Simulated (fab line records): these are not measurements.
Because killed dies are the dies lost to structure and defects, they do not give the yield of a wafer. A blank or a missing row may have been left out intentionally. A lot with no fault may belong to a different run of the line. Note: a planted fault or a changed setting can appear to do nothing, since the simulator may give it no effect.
A single fault, viewed from 2 desks	flow n5 finfet	numbers are kept per desk, each desk with only its own; the story behind them comes last

AT THE TOOL OWNER'S DESK: cmp-04
The tool's own readings at N5_BEOL_M9_CMP_52 (polishes, stops on SiCOH lowk, t overpolish 7 s, target thk 140 nm): means of the sampled wafers that have a number, for each lot that ran on this tool. If a lot's mean is further than 4 standard deviations from the usual mean, the lot is out of limits and carries the mark OUT (the distance appears in the brackets).
Columns: A = barrier field endpoint s at N5_BEOL_M9_CMP_52, usual 29.1 s; B = head pressure psi at N5_BEOL_M9_CMP_52, usual 0.9999 psi; C = motor current A at N5_BEOL_M9_CMP_52, usual 6.0 A; D = overpolish run s at N5_BEOL_M9_CMP_52, usual 7.000 s; E = platen rpm at N5_BEOL_M9_CMP_52, usual 50.00 rpm; F = time to endpoint s at N5_BEOL_M9_CMP_52, usual 67 s
lot	first seen here	A	B	C	D	E	F
L912	day 10 14:40	28.8	1.0004	5.8	6.998	49.98	66
L919	day 12 02:10	27.8	1.0018	6.0	6.999	49.98	64
L924	day 13 15:50	29.5	1.0001	6.3	7.003	49.97	70
L926	day 14 03:19	29.4	1.0016	6.6	6.999	50.00	66
L931	day 15 14:38	44.5 (+16) OUT	0.6402 (-99 or more) OUT	5.3	2.436 (-99 or more) OUT	50.00	63
L930	day 16 01:34	44.3 (+16) OUT	0.6417 (-99 or more) OUT	6.1	2.549 (-99 or more) OUT	50.00	69
Finding of this desk: L930, L931 out of limits; the first was L931 at day 15 14:38, on barrier field endpoint s at N5_BEOL_M9_CMP_52. Within limits: L912, L919, L924, L926.

THE DEFECT DESK
Per lot, the means of the sampled wafers with a number show what the inspections along the route counted. If a lot's mean is further than 4 standard deviations from the usual mean, the lot is out of limits and carries the mark OUT (the distance appears in the brackets).
Columns: A = raw defect count at N5_BEOL_M9_INSPECT_58, usual 68
lot	first seen here	A
L912	day 10 15:07	75
L913	day 11 03:53	70
L914	day 11 06:44	72
L916	day 11 19:50	72
L918	day 11 21:56	68
L919	day 12 02:35	57
L920	day 13 00:46	56
L924	day 13 16:17	54
L923	day 14 02:56	62
L926	day 14 03:42	78
L931	day 15 15:05	83
L930	day 16 02:01	74
This desk's verdict: no lot among the 12 shows anything out of limits.

PUT TOGETHER
On L930, L931, at day 15 14:38, an alarm was possible from the tool owner's desk.
No out-of-limits result turned up at the defect desk.
The defect desk has L930, L931 on record, within its limits.
All the named lots went through N5_BEOL_M9_CMP_52 on cmp-04.

WHAT WAS PUT IN BY THE SIMULATOR
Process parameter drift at N5_BEOL_M9_CMP_52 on cmp-04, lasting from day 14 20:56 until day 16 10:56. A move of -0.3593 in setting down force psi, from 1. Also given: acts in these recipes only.
Struck lots among those shown: L930, L931.
Delay in hours, fault start to first out-of-limits reading, by desk: the tool owner's desk at 18.
